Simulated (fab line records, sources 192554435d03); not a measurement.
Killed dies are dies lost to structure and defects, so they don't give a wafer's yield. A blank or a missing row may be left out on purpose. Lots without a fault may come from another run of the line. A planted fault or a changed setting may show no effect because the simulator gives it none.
Chamber matching | flow n5_finfet | N5_FIN_SAQP_SPACER2_ALD_28 on ald_sin-03: 4 sister chambers
The step deposits SiO2, target thk 8.1 nm, pulse time 1 s, purge time 2 s. 24 wafers are shown with their chamber, then 12 later ones without.

WAFERS WITH THEIR CHAMBER
wafer  | chamber | heater_power_w (W) | precursor_pulse_height_rel | chamber_pressure_Torr (Torr)
L079.1 | 1       | 450                | 1.038                      | 2.001
L079.3 | 3       | 530                | 0.980                      | 2.010
L079.4 | 2       | 488                | 1.022                      | 2.005
L080.2 | 0       | 541                | 1.006                      | 2.010
L080.3 | 1       | 448                | 0.982                      | 2.005
L080.6 | 3       | 517                | 0.992                      | 2.004
L081.3 | 0       | 535                | 0.979                      | 2.001
L081.5 | 3       | 520                | 0.989                      | 2.000
L081.6 | 0       | 535                | 0.996                      | 2.004
L082.4 | 3       | 522                | 1.005                      | 1.996
L082.5 | 0       | 518                | 1.012                      | 2.001
L082.6 | 1       | 448                | 0.988                      | 2.006
L087.1 | 0       | 532                | 1.021                      | 2.003
L087.3 | 1       | 450                | 0.969                      | 2.000
L087.6 | 1       | 444                | 1.015                      | 1.999
L088.2 | 3       | 520                | 0.933                      | 2.004
L088.4 | 0       | 539                | 1.002                      | 2.004
L088.5 | 0       | 544                | 1.001                      | 2.000
L089.4 | 0       | 543                | 0.976                      | 2.001
L089.5 | 1       | 447                | 0.998                      | 2.003
L089.6 | 2       | 485                | 0.987                      | 1.997
L090.1 | 2       | 499                | 0.991                      | 2.008
L090.3 | 1       | 451                | 0.989                      | 1.994
L090.5 | 2       | 503                | 0.993                      | 2.006

SIGNATURES (means of the wafers above)
reading                    | chamber 0 | chamber 1 | chamber 2 | chamber 3 | scatter within a chamber
heater_power_w             | 535.88    | 448.29    | 493.75    | 521.80    | 6.49
precursor_pulse_height_rel | 0.99912   | 0.99700   | 0.99825   | 0.97980   | 0.0208
chamber_pressure_Torr      | 2.00300   | 2.00114   | 2.00400   | 2.00280   | 0.00418
Rule: a wafer's distance from a chamber is the root of the sum, over the readings, of the square of ((its reading less the chamber's mean) divided by the reading's scatter). The wafer belongs to the nearest chamber; if the next one is less than 2 further off, it can't be placed. The scatter: the root of (the sum of the squares of (reading less its chamber's mean) over the shown wafers, divided by (wafers less chambers)).

WAFERS WITHOUT THEIR CHAMBER
wafer  | heater_power_w (W) | precursor_pulse_height_rel | chamber_pressure_Torr (Torr)
L091.3 | 505                | 1.027                      | 2.002
L091.5 | 449                | 0.998                      | 2.000
L091.6 | 487                | 1.022                      | 1.998
L092.2 | 556                | 0.992                      | 2.004
L092.3 | 444                | 0.995                      | 2.008
L092.6 | 454                | 0.996                      | 1.998
L095.1 | 526                | 0.980                      | 1.997
L095.4 | 464                | 1.022                      | 1.998
L095.5 | 496                | 1.027                      | 1.998
L096.1 | 484                | 0.989                      | 1.998
L096.2 | 446                | 1.021                      | 1.996
L096.5 | 524                | 1.007                      | 2.003

WHICH CHAMBER EACH WENT THROUGH
wafer  | from the rows above     | in truth
L091.3 | can't be placed: 2 or 3 | 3
L091.5 | 1                       | 1
L091.6 | 2                       | 2
L092.2 | 0                       | 0
L092.3 | 1                       | 1
L092.6 | 1                       | 1
L095.1 | can't be placed: 3 or 0 | 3
L095.4 | 1                       | 1
L095.5 | 2                       | 2
L096.1 | 2                       | 2
L096.2 | 1                       | 1
L096.5 | can't be placed: 3 or 0 | 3
Placed correctly: 9 of 12. Can't be placed from these rows: 3 (the true chamber is among the candidates in 3). Placed wrongly: 0.
